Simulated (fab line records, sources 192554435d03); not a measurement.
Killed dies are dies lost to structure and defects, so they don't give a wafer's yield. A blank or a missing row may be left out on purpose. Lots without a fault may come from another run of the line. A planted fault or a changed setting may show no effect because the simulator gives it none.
Chamber matching | flow n5_finfet | N5_MOL_CONTACT_COAG_ALD_131 on ald_sin-02: 4 sister chambers
The step deposits SiO2, target thk 5 nm, pulse time 1 s, co reactant pulse time 1 s. 8 wafers are shown with their chamber, then 11 later ones without.

WAFERS WITH THEIR CHAMBER
wafer  | chamber | heater_power_w (W) | precursor_pulse_height_rel
L087.5 | 1       | 80                 | 1.010
L088.1 | 3       | 72                 | 1.008
L088.3 | 1       | 80                 | 0.993
L088.4 | 2       | 81                 | 1.013
L090.1 | 3       | 69                 | 1.044
L090.2 | 0       | 73                 | 1.012
L090.5 | 2       | 81                 | 1.008
L091.2 | 0       | 70                 | 1.004

WAFERS WITHOUT THEIR CHAMBER
wafer  | heater_power_w (W) | precursor_pulse_height_rel
L091.3 | 83                 | 0.992
L091.6 | 82                 | 0.988
L093.1 | 77                 | 1.010
L093.3 | 70                 | 1.022
L093.6 | 70                 | 0.976
L094.2 | 80                 | 0.976
L094.3 | 69                 | 1.001
L094.5 | 79                 | 0.995
L097.1 | 70                 | 1.009
L097.3 | 81                 | 0.995
L097.5 | 80                 | 1.016

WHICH CHAMBER EACH WENT THROUGH
wafer  | from the rows above          | in truth
L091.3 | can't be placed: 2 or 1      | 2
L091.6 | can't be placed: 1 or 2      | 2
L093.1 | can't be placed: 1 or 2 or 0 | 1
L093.3 | can't be placed: 3 or 0      | 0
L093.6 | can't be placed: 0 or 3      | 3
L094.2 | can't be placed: 1 or 2      | 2
L094.3 | can't be placed: 0 or 3      | 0
L094.5 | can't be placed: 1 or 2      | 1
L097.1 | can't be placed: 0 or 3      | 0
L097.3 | can't be placed: 1 or 2      | 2
L097.5 | can't be placed: 2 or 1      | 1
Placed correctly: 0 of 11. Can't be placed from these rows: 11 (the true chamber is among the candidates in 11). Placed wrongly: 0.
How it was worked out, from the rows above alone: a wafer's distance from a chamber is the root of the sum, over the readings, of the square of ((its reading less the chamber's mean) divided by the reading's scatter). The wafer belongs to the nearest chamber; if the next one is less than 2 further off, it can't be placed. A chamber's mean is the mean of its shown wafers. The scatter: the root of (the sum of the squares of (reading less its chamber's mean) over the shown wafers, divided by (wafers less chambers)).
